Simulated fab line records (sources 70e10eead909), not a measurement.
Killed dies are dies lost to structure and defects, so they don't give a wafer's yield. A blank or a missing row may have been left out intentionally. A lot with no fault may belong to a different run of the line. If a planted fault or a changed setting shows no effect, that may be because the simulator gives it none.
Matching of chambers | flow nand harc | 3 sister chambers for NHARC_A_SGD_CUT_DEP_00 on pecvd-01
The step deposits SiNx, target thk 50 nm. 3 wafers are shown with their chamber, then 7 later ones without.

== WAFERS, EACH WITH ITS CHAMBER ==
wafer  | chamber | heater power w (W)
L258.3 | 1       | 659
L261.1 | 2       | 636
L261.3 | 0       | 753

== WAFERS WITHOUT THEIR CHAMBER ==
wafer  | heater power w (W)
L261.5 | 612
L263.3 | 787
L263.4 | 657
L263.6 | 716
L265.1 | 743
L265.3 | 645
L265.4 | 756

== EACH ONE'S CHAMBER ==
wafer  | from the rows above          | in truth
L261.5 | can't be placed: 2 or 1      | 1
L263.3 | 0                            | 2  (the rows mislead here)
L263.4 | can't be placed: 1 or 2      | 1
L263.6 | can't be placed: 0 or 1 or 2 | 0
L265.1 | 0                            | 0
L265.3 | can't be placed: 2 or 1      | 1
L265.4 | 0                            | 0
2 of 7 placed correctly. Cannot be placed on the basis of these rows: 4; the candidates contain the true chamber in 4. Placed wrongly: 1.
How it was worked out, from the rows above alone: a wafer's distance from a chamber is the root of the sum, over the readings, of the square of ((its reading less the chamber's mean) divided by the reading's scatter). If the next closest chamber is less than 2 further off than the closest, the wafer can't be placed; otherwise it belongs to the closest. A chamber's mean is the mean of its shown wafers. The scatter (one wafer shown for each chamber): square how far every hidden wafer sits from the nearest shown wafer, average those squares and take the square root.
